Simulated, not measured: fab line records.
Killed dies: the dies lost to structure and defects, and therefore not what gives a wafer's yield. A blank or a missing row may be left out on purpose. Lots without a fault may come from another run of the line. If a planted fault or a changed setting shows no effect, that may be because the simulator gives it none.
fab line records + flow nand_harc
record
- lots=6
- wafers=18
- last_day=32
route steps=1302 shown A_DECK1_JOINT@544 A_ONON_D2@545 END@1302
lots with no fault: from the same line, run without faults
start_h: the number of hours between the record's first day and the start of the first shown wafer of the lot + wait_h: how many hours have passed since the lot's step before this one + " identical to the entry in the row above + L1.1+2: a row that stands for several wafers + - value missing, or start not given + * or withheld: withheld + < > ~ a bound
route shown NAME@n: NAME is a module with steps in the file, n the number in the route of the first one + usual: mean/standard deviation of fault-free wafers + same: alike in all rows + chamber/n: place in a boat + sites: per-site readings + _std_site: how widely they spread, as a standard deviation + _edge_site: mean of outer sites minus mean of inner sites + radius_mm: for every site, how far away it sits from the centre of the wafer + mask NAME#n: copy n + behind: the most recent tool/chamber to have shaped the wafer + hold: why the lot was held/for how many hours/how that ended + device: the transistor (n, p or np) that didn't switch + end of line: tests of these same wafers at the route's end + step lacking rows: just its recipe + killed: dies that structure and defects cost at the first sort, which is not the same as the wafer's yield + map: the dies of a wafer, with x for killed, . for not killed, _ for no die there
set.NAME: the run value of the setting; set.NAME@STEP: its run value at that earlier step + model.NAME: the simulator's own value behind a step, which no gauge read
certain route steps with their lots: each step a table, each wafer a row
services: from which hour (start_h, from the record's first day; less than 0 if before it) a tool's chamber was out of use, for how many hours, and why
## steps
# step NHARC_A_DECK1_JOINT_INSPECT_05
# usual
- raw_defect_count=330/120
| lot.wafer | tool              | chamber | start_h | wait_h | raw_defect_count |
|-----------|-------------------|---------|---------|--------|------------------|
| L481.1    | defect_inspect-02 | -       | 295.56  | 0.0    | 351              |
| L481.3    | "                 | -       | "       | "      | 339              |
| L481.5    | "                 | -       | "       | "      | 175              |
| L480.3    | defect_inspect-01 | -       | 295.56  | 0.0    | 196              |
| L480.4    | "                 | -       | "       | "      | 372              |
| L480.5    | "                 | -       | "       | "      | 229              |
| L488.1    | defect_inspect-02 | -       | 371.65  | 0.0    | 446              |
| L488.5    | "                 | -       | "       | "      | 147              |
| L488.6    | "                 | -       | "       | "      | 184              |
| L491.2    | defect_inspect-02 | -       | 387.54  | 0.0    | 165              |
| L491.3    | "                 | -       | "       | "      | 671              |
| L491.4    | "                 | -       | "       | "      | 221              |
| L496.1    | defect_inspect-02 | -       | 440.80  | 0.0    | 348              |
| L496.5    | "                 | -       | "       | "      | 377              |
| L496.6    | "                 | -       | "       | "      | 399              |
| L498.1    | defect_inspect-01 | -       | 468.52  | 0.0    | 300              |
| L498.4    | "                 | -       | "       | "      | 385              |
| L498.5    | "                 | -       | "       | "      | 224              |
# step NHARC_A_ONON_D2_DEP_00
# recipe
- target_thk_a=10000
- n2_flow_sccm=2750
- n2o_flow_sccm=2000
- nh3_flow_sccm=500
- sih4_flow_sccm=210
- temp_c=400
# step NHARC_A_ONON_D2_THK_MEAS_02
# recipe
- thk_meas_gauge=ellipsometry
# usual
- thk_nm=1001/7.9
| lot.wafer | tool          | chamber | start_h | wait_h | thk_nm |
|-----------|---------------|---------|---------|--------|--------|
| L480.3    | film_metro-01 | -       | 296.14  | -      | 1015   |
| L480.4    | "             | -       | "       | "      | 1013   |
| L480.5    | "             | -       | "       | "      | 1014   |
| L481.1    | film_metro-02 | -       | 296.14  | -      | 1012   |
| L481.3    | "             | -       | "       | "      | 1012   |
| L481.5    | "             | -       | "       | "      | 1011   |
| L488.1    | film_metro-02 | -       | 372.23  | -      | 996    |
| L488.5    | "             | -       | "       | "      | 995    |
| L488.6    | "             | -       | "       | "      | 996    |
| L491.2    | film_metro-01 | -       | 388.12  | -      | 1005   |
| L491.3    | "             | -       | "       | "      | 1004   |
| L491.4    | "             | -       | "       | "      | 1003   |
| L496.1    | film_metro-02 | -       | 441.38  | -      | 1021   |
| L496.5    | "             | -       | "       | "      | 1021   |
| L496.6    | "             | -       | "       | "      | 1018   |
| L498.1    | film_metro-02 | -       | 469.10  | -      | 1003   |
| L498.4    | "             | -       | "       | "      | 1003   |
| L498.5    | "             | -       | "       | "      | 1002   |
# step NHARC_A_ONON_D2_DEP_03
# recipe
- target_thk_a=10000
- n2_flow_sccm=2750
- n2o_flow_sccm=2000
- nh3_flow_sccm=500
- sih4_flow_sccm=210
- temp_c=400
# step NHARC_A_ONON_D2_THK_MEAS_05
# recipe
- thk_meas_gauge=ellipsometry
# usual
- thk_nm=1002/5.7
| lot.wafer | tool          | chamber | start_h | wait_h | thk_nm |
|-----------|---------------|---------|---------|--------|--------|
| L481.1    | film_metro-01 | -       | 296.71  | -      | 995    |
| L481.3    | "             | -       | "       | "      | 994    |
| L481.5    | "             | -       | "       | "      | 994    |
| L480.3    | film_metro-02 | -       | 296.71  | -      | 1004   |
| L480.4    | "             | -       | "       | "      | 1006   |
| L480.5    | "             | -       | "       | "      | 1005   |
| L488.1    | film_metro-01 | -       | 372.79  | -      | 1001   |
| L488.5    | "             | -       | "       | "      | 1003   |
| L488.6    | "             | -       | "       | "      | 1002   |
| L491.2    | film_metro-02 | -       | 388.68  | -      | 992    |
| L491.3    | "             | -       | "       | "      | 993    |
| L491.4    | "             | -       | "       | "      | 994    |
| L496.1    | film_metro-02 | -       | 441.94  | -      | 1002   |
| L496.5    | "             | -       | "       | "      | 1001   |
| L496.6    | "             | -       | "       | "      | 1003   |
| L498.1    | film_metro-01 | -       | 469.66  | -      | 1003   |
| L498.4    | "             | -       | "       | "      | 1002   |
| L498.5    | "             | -       | "       | "      | 1003   |
# step NHARC_A_ONON_D2_DEP_06
# recipe
- target_thk_a=10000
- n2_flow_sccm=2750
- n2o_flow_sccm=2000
- nh3_flow_sccm=500
- sih4_flow_sccm=210
- temp_c=400
# step NHARC_A_ONON_D2_THK_MEAS_08
# recipe
- thk_meas_gauge=ellipsometry
# usual
- thk_nm=1002/11
| lot.wafer | tool          | chamber | start_h | wait_h | thk_nm |
|-----------|---------------|---------|---------|--------|--------|
| L480.3    | film_metro-02 | -       | 297.27  | -      | 986    |
| L480.4    | "             | -       | "       | "      | 987    |
| L480.5    | "             | -       | "       | "      | 989    |
| L481.1    | film_metro-01 | -       | 297.28  | -      | 999    |
| L481.3    | "             | -       | "       | "      | 999    |
| L481.5    | "             | -       | "       | "      | 998    |
| L488.1    | film_metro-02 | -       | 373.38  | -      | 989    |
| L488.5    | "             | -       | "       | "      | 989    |
| L488.6    | "             | -       | "       | "      | 991    |
| L491.2    | film_metro-02 | -       | 389.25  | -      | 1012   |
| L491.3    | "             | -       | "       | "      | 1011   |
| L491.4    | "             | -       | "       | "      | 1011   |
| L496.1    | film_metro-01 | -       | 442.51  | -      | 1030   |
| L496.5    | "             | -       | "       | "      | 1029   |
| L496.6    | "             | -       | "       | "      | 1030   |
| L498.1    | film_metro-01 | -       | 470.23  | -      | 1015   |
| L498.4    | "             | -       | "       | "      | 1014   |
| L498.5    | "             | -       | "       | "      | 1015   |
# step NHARC_A_ONON_D2_DEP_09
# recipe
- target_thk_a=10000
- n2_flow_sccm=2750
- n2o_flow_sccm=2000
- nh3_flow_sccm=500
- sih4_flow_sccm=210
- temp_c=400
# step NHARC_A_ONON_D2_THK_MEAS_11
# recipe
- thk_meas_gauge=ellipsometry
# usual
- thk_nm=997/11
| lot.wafer | tool          | chamber | start_h | wait_h | thk_nm |
|-----------|---------------|---------|---------|--------|--------|
| L480.3    | film_metro-02 | -       | 297.84  | -      | 991    |
| L480.4    | "             | -       | "       | "      | 989    |
| L480.5    | "             | -       | "       | "      | 990    |
| L481.1    | film_metro-01 | -       | 297.84  | -      | 996    |
| L481.3    | "             | -       | "       | "      | 995    |
| L481.5    | "             | -       | "       | "      | 995    |
| L488.1    | film_metro-01 | -       | 373.94  | -      | 1007   |
| L488.5    | "             | -       | "       | "      | 1006   |
| L488.6    | "             | -       | "       | "      | 1008   |
| L491.2    | film_metro-01 | -       | 389.82  | -      | 995    |
| L491.3    | "             | -       | "       | "      | 996    |
| L491.4    | "             | -       | "       | "      | 995    |
| L496.1    | film_metro-01 | -       | 443.08  | -      | 996    |
| L496.5    | "             | -       | "       | "      | 997    |
| L496.6    | "             | -       | "       | "      | 996    |
| L498.1    | film_metro-02 | -       | 470.79  | -      | 981    |
| L498.4    | "             | -       | "       | "      | 978    |
| L498.5    | "             | -       | "       | "      | 980    |
# step NHARC_A_ONON_D2_DEP_12
# recipe
- target_thk_a=10000
- n2_flow_sccm=2750
- n2o_flow_sccm=2000
- nh3_flow_sccm=500
- sih4_flow_sccm=210
- temp_c=400
# step NHARC_A_ONON_D2_THK_MEAS_14
# recipe
- thk_meas_gauge=ellipsometry
# usual
- thk_nm=1002/11
| lot.wafer | tool          | chamber | start_h | wait_h | thk_nm |
|-----------|---------------|---------|---------|--------|--------|
| L480.3    | film_metro-02 | -       | 298.40  | -      | 1010   |
| L480.4    | "             | -       | "       | "      | 1010   |
| L480.5    | "             | -       | "       | "      | 1009   |
| L481.1    | film_metro-01 | -       | 298.41  | -      | 993    |
| L481.3    | "             | -       | "       | "      | 993    |
| L481.5    | "             | -       | "       | "      | 993    |
| L488.1    | film_metro-01 | -       | 374.51  | -      | 1021   |
| L488.5    | "             | -       | "       | "      | 1021   |
| L488.6    | "             | -       | "       | "      | 1024   |
| L491.2    | film_metro-02 | -       | 390.38  | -      | 992    |
| L491.3    | "             | -       | "       | "      | 992    |
| L491.4    | "             | -       | "       | "      | 992    |
| L496.1    | film_metro-02 | -       | 443.64  | -      | 984    |
| L496.5    | "             | -       | "       | "      | 984    |
| L496.6    | "             | -       | "       | "      | 985    |
| L498.1    | film_metro-01 | -       | 471.36  | -      | 989    |
| L498.4    | "             | -       | "       | "      | 990    |
| L498.5    | "             | -       | "       | "      | 987    |
# step NHARC_A_ONON_D2_ANNEAL_15
# recipe
- temp_c=750
- time_s=3600
# step NHARC_A_ONON_D2_DEP_16
# recipe
- target_thk_a=10000
- n2_flow_sccm=2750
- n2o_flow_sccm=2000
- nh3_flow_sccm=500
- sih4_flow_sccm=210
- temp_c=400
# usual
- n2_flow_sccm=2752/8.9
| lot.wafer | tool          | chamber | start_h | wait_h | n2_flow_sccm |
|-----------|---------------|---------|---------|--------|--------------|
| L481.1    | pecvd_onon-04 | 0       | 305.56  | 0.4    | 2744         |
| L481.3    | "             | 0       | "       | "      | 2739         |
| L481.5    | "             | 0       | "       | "      | 2755         |
| L480.3    | pecvd_onon-01 | 0       | 305.67  | 0.5    | 2771         |
| L480.4    | "             | 0       | "       | "      | 2766         |
| L480.5    | "             | 0       | "       | "      | 2766         |
| L488.1    | pecvd_onon-01 | 0       | 381.99  | 0.4    | 2750         |
| L488.5    | "             | 0       | "       | "      | 2741         |
| L488.6    | "             | 0       | "       | "      | 2752         |
| L491.2    | pecvd_onon-01 | 0       | 397.23  | 0.4    | 2750         |
| L491.3    | "             | 0       | "       | "      | 2751         |
| L491.4    | "             | 0       | "       | "      | 2749         |
| L496.1    | pecvd_onon-04 | 0       | 452.15  | 0.4    | 2750         |
| L496.5    | "             | 0       | "       | "      | 2742         |
| L496.6    | "             | 0       | "       | "      | 2746         |
| L498.1    | pecvd_onon-02 | 0       | 478.84  | 0.4    | 2751         |
| L498.4    | "             | 0       | "       | "      | 2764         |
| L498.5    | "             | 0       | "       | "      | 2756         |
# step NHARC_A_ONON_D2_THK_MEAS_18
# recipe
- thk_meas_gauge=ellipsometry
# usual
- thk_nm=999/9.3
| lot.wafer | tool          | chamber | start_h | wait_h | thk_nm |
|-----------|---------------|---------|---------|--------|--------|
| L480.3    | film_metro-02 | -       | 306.06  | -      | 1004   |
| L480.4    | "             | -       | "       | "      | 1005   |
| L480.5    | "             | -       | "       | "      | 1007   |
| L481.1    | film_metro-01 | -       | 306.07  | -      | 997    |
| L481.3    | "             | -       | "       | "      | 997    |
| L481.5    | "             | -       | "       | "      | 997    |
| L488.1    | film_metro-01 | -       | 382.50  | -      | 696    |
| L488.5    | "             | -       | "       | "      | 694    |
| L488.6    | "             | -       | "       | "      | 696    |
| L491.2    | film_metro-02 | -       | 397.68  | -      | 708    |
| L491.3    | "             | -       | "       | "      | 708    |
| L491.4    | "             | -       | "       | "      | 708    |
| L496.1    | film_metro-02 | -       | 452.66  | -      | 1024   |
| L496.5    | "             | -       | "       | "      | 1023   |
| L496.6    | "             | -       | "       | "      | 1022   |
| L498.1    | film_metro-01 | -       | 479.35  | -      | 998    |
| L498.4    | "             | -       | "       | "      | 999    |
| L498.5    | "             | -       | "       | "      | 998    |
# step NHARC_A_ONON_D2_DEP_19
# recipe
- target_thk_a=10000
- n2_flow_sccm=2750
- n2o_flow_sccm=2000
- nh3_flow_sccm=500
- sih4_flow_sccm=210
- temp_c=400
# step NHARC_END_SORT_01
# recipe
- temp_c=25
# usual
- killed_at_array=55/20
- killed_at_other=1.2/1.3
- killed_at_periphery=4.0/3
- killed_dies=60/21
- killed_open=3.2/1.9
- killed_short=2.5/1.6
# same
- gross_dies=677
| lot.wafer | tool      | chamber | start_h | wait_h | killed_at_array | killed_at_other | killed_at_periphery | killed_dies | killed_open | killed_short |
|-----------|-----------|---------|---------|--------|-----------------|-----------------|---------------------|-------------|-------------|--------------|
| L480.3    | prober-01 | 0       | 585.19  | 3.1    | 64              | 2               | 7                   | 73          | 2           | 2            |
| L480.4    | prober-01 | 0       | 585.98  | 3.4    | 65              | 0               | 9                   | 74          | 4           | 2            |
| L480.5    | prober-01 | 0       | 586.78  | 3.7    | 65              | 3               | 7                   | 75          | 7           | 2            |
| L491.2    | prober-01 | 0       | 685.51  | 2.8    | 675             | 0               | 2                   | 677         | 5           | 4            |
| L491.3    | prober-01 | 0       | 686.31  | 3.1    | 675             | 0               | 2                   | 677         | 3           | 3            |
| L491.4    | prober-01 | 0       | 687.10  | 3.4    | 668             | 0               | 9                   | 677         | 1           | 1            |
| L488.1    | prober-01 | 0       | 692.49  | 2.5    | 673             | 2               | 2                   | 677         | 2           | 2            |
| L488.5    | prober-01 | 0       | 695.64  | 3.6    | 676             | 1               | 0                   | 677         | 2           | 1            |
| L488.6    | prober-01 | 0       | 696.42  | 3.9    | 676             | 0               | 1                   | 677         | 0           | 2            |
# killed by level:class
L480.3 A_CHANNEL_HOLE_D2:chamber_film_flake=36 A_SLIT:chamber_film_flake=20 P_M2:chamber_film_flake=5 A_CONTACT:chamber_film_flake=3 THIN_TSV:chamber_film_flake=2 A_CHANNEL_FILL_D1:geometric_particle:short=1 A_ONON_D2:geometric_particle:short=1 A_CHANNEL_HOLE_D2:geometric_particle:open=1
L480.4 A_CHANNEL_HOLE_D2:chamber_film_flake=34 A_SLIT:chamber_film_flake=21 P_GATE:chamber_film_flake=5 P_M2:chamber_film_flake=3 A_ONON_D1:geometric_particle:open=1 A_CHANNEL_FILL_D1:geometric_particle:short=1 A_ONON_D2:geometric_particle:open=1 A_CHANNEL_FILL_D2:geometric_particle:open=1
L480.5 A_CHANNEL_HOLE_D2:chamber_film_flake=30 A_SLIT:chamber_film_flake=21 A_CHANNEL_HOLE_D1:chamber_film_flake=4 P_GATE:chamber_film_flake=3 P_ZERO_WELL:chamber_film_flake=2 THIN_TSV:chamber_film_flake=2 P_CONTACT:geometric_particle:open=1 A_ONON_D1:geometric_particle:open=1
L491.2 A_ONON_D2:area_dep=608 A_CHANNEL_HOLE_D2:chamber_film_flake=22 A_SLIT:chamber_film_flake=19 A_CONTACT:chamber_film_flake=8 A_CHANNEL_HOLE_D1:chamber_film_flake=5 A_STAIRCASE:chamber_film_flake=3 A_CHANNEL_HOLE_D1:geometric_particle:short=1 A_CHANNEL_FILL_D1:geometric_particle:open=1
L491.3 A_ONON_D2:area_dep=619 A_SLIT:chamber_film_flake=26 A_CHANNEL_HOLE_D2:chamber_film_flake=11 A_CHANNEL_HOLE_D1:chamber_film_flake=4 A_CONTACT:chamber_film_flake=4 A_STAIRCASE:chamber_film_flake=3 P_M1:geometric_particle:open=1 A_ONON_D2:geometric_particle:short=1
L491.4 A_ONON_D2:area_dep=626 A_SLIT:chamber_film_flake=15 A_CHANNEL_HOLE_D2:chamber_film_flake=8 A_CONTACT:chamber_film_flake=7 A_CHANNEL_HOLE_D1:chamber_film_flake=5 P_BONDPAD:chamber_film_flake=4 P_ZERO_WELL:chamber_film_flake=2 P_GATE:chamber_film_flake=2
L488.1 A_ONON_D2:area_dep=618 A_SLIT:chamber_film_flake=28 A_CHANNEL_HOLE_D2:chamber_film_flake=8 A_STAIRCASE:chamber_film_flake=3 A_WL_FILL:chamber_film_flake=3 A_CONTACT:chamber_film_flake=3 A_CHANNEL_HOLE_D1:chamber_film_flake=2 A_CHANNEL_FILL_D1:chamber_film_flake=2
L488.5 A_ONON_D2:area_dep=632 A_SLIT:chamber_film_flake=21 A_CHANNEL_HOLE_D2:chamber_film_flake=6 A_BONDPAD:chamber_film_flake=4 A_CHANNEL_HOLE_D1:chamber_film_flake=3 A_CHANNEL_FILL_D1:chamber_film_flake=2 A_STAIRCASE:chamber_film_flake=2 A_CONTACT:chamber_film_flake=2
L488.6 A_ONON_D2:area_dep=616 A_SLIT:chamber_film_flake=34 A_CHANNEL_HOLE_D2:chamber_film_flake=13 A_CHANNEL_HOLE_D1:chamber_film_flake=2 A_STAIRCASE:chamber_film_flake=2 A_WL_FILL:chamber_film_flake=2 A_CONTACT:chamber_film_flake=2 A_ONON_D2:geometric_particle:short=1
# map L488.1 (x killed, . not)
____________x____________
_________xxxxxxx_________
_______xxxxxxxxxxx_______
______xxxxxxxxxxxxx______
_____xxxxxxxxxxxxxxx_____
____xxxxxxxxxxxxxxxxx____
____xxxxxxxxxxxxxxxxx____
___xxxxxxxxxxxxxxxxxxx___
___xxxxxxxxxxxxxxxxxxx___
__xxxxxxxxxxxxxxxxxxxxx__
__xxxxxxxxxxxxxxxxxxxxx__
_xxxxxxxxxxxxxxxxxxxxxxx_
_xxxxxxxxxxxxxxxxxxxxxxx_
_xxxxxxxxxxxxxxxxxxxxxxx_
_xxxxxxxxxxxxxxxxxxxxxxx_
_xxxxxxxxxxxxxxxxxxxxxxx_
xxxxxxxxxxxxxxxxxxxxxxxxx
xxxxxxxxxxxxxxxxxxxxxxxxx
xxxxxxxxxxxxxxxxxxxxxxxxx
xxxxxxxxxxxxxxxxxxxxxxxxx
xxxxxxxxxxxxxxxxxxxxxxxxx
_xxxxxxxxxxxxxxxxxxxxxxx_
_xxxxxxxxxxxxxxxxxxxxxxx_
_xxxxxxxxxxxxxxxxxxxxxxx_
_xxxxxxxxxxxxxxxxxxxxxxx_
_xxxxxxxxxxxxxxxxxxxxxxx_
__xxxxxxxxxxxxxxxxxxxxx__
__xxxxxxxxxxxxxxxxxxxxx__
___xxxxxxxxxxxxxxxxxxx___
___xxxxxxxxxxxxxxxxxxx___
____xxxxxxxxxxxxxxxxx____
____xxxxxxxxxxxxxxxxx____
_____xxxxxxxxxxxxxxx_____
______xxxxxxxxxxxxx______
_______xxxxxxxxxxx_______
_________xxxxxxx_________
____________x____________
# map L491.2 (x killed, . not)
____________x____________
_________xxxxxxx_________
_______xxxxxxxxxxx_______
______xxxxxxxxxxxxx______
_____xxxxxxxxxxxxxxx_____
____xxxxxxxxxxxxxxxxx____
____xxxxxxxxxxxxxxxxx____
___xxxxxxxxxxxxxxxxxxx___
___xxxxxxxxxxxxxxxxxxx___
__xxxxxxxxxxxxxxxxxxxxx__
__xxxxxxxxxxxxxxxxxxxxx__
_xxxxxxxxxxxxxxxxxxxxxxx_
_xxxxxxxxxxxxxxxxxxxxxxx_
_xxxxxxxxxxxxxxxxxxxxxxx_
_xxxxxxxxxxxxxxxxxxxxxxx_
_xxxxxxxxxxxxxxxxxxxxxxx_
xxxxxxxxxxxxxxxxxxxxxxxxx
xxxxxxxxxxxxxxxxxxxxxxxxx
xxxxxxxxxxxxxxxxxxxxxxxxx
xxxxxxxxxxxxxxxxxxxxxxxxx
xxxxxxxxxxxxxxxxxxxxxxxxx
_xxxxxxxxxxxxxxxxxxxxxxx_
_xxxxxxxxxxxxxxxxxxxxxxx_
_xxxxxxxxxxxxxxxxxxxxxxx_
_xxxxxxxxxxxxxxxxxxxxxxx_
_xxxxxxxxxxxxxxxxxxxxxxx_
__xxxxxxxxxxxxxxxxxxxxx__
__xxxxxxxxxxxxxxxxxxxxx__
___xxxxxxxxxxxxxxxxxxx___
___xxxxxxxxxxxxxxxxxxx___
____xxxxxxxxxxxxxxxxx____
____xxxxxxxxxxxxxxxxx____
_____xxxxxxxxxxxxxxx_____
______xxxxxxxxxxxxx______
_______xxxxxxxxxxx_______
_________xxxxxxx_________
____________x____________
## services
| tool          | chamber | start_h | hours | kind |
|---------------|---------|---------|-------|------|
| pecvd_onon-04 | -       | 311.17  | 13.0  | pm   |
| pecvd_onon-02 | -       | 366.32  | 13.0  | pm   |
| pecvd_onon-01 | -       | 450.00  | 13.0  | pm   |
## key
first_sign
- step=NHARC_A_ONON_D2_THK_MEAS_18
- reading=thk_nm
- direction=down
- sigmas=32
- usual=999
- struck=702
effect
- step=NHARC_END_SORT_01
- reading=killed_at_array
- direction=up
- sigmas=30
- usual=55
- struck=674
more_kills_born_at
- NHARC_A_ONON_D2_DEP_16@pecvd_onon-01=3719
met_at NHARC_A_ONON_D2_DEP_16
struck_wafers L488.1,L488.5,L488.6,L491.2,L491.3,L491.4
later_rows_left_out L488.1,L488.5,L488.6,L491.2,L491.3,L491.4
tester_left_out L488,L491
onset_between 305.67 381.99
fault
- kind=process_parameter_drift
- tool=pecvd_onon-01
- chamber=0
- onset_h=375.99
- steps=NHARC_A_ONON_D2_DEP_16
- channel=target_thk_a
- offset=*
- shape=step
- end_h=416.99
- acts_in=*
- stated=*
# tester_left_out: of these lots the tester's yield and bins aren't shown, on N5 and GAA mostly nor the transistor test; their killed dies are dies lost to structure and defects alone, not to doping, threshold or leakage, so they don't give the yield
# later_rows_left_out: the simulator's readings of these wafers behind a module that went badly wrong aren't trusted and aren't shown, but for the sort
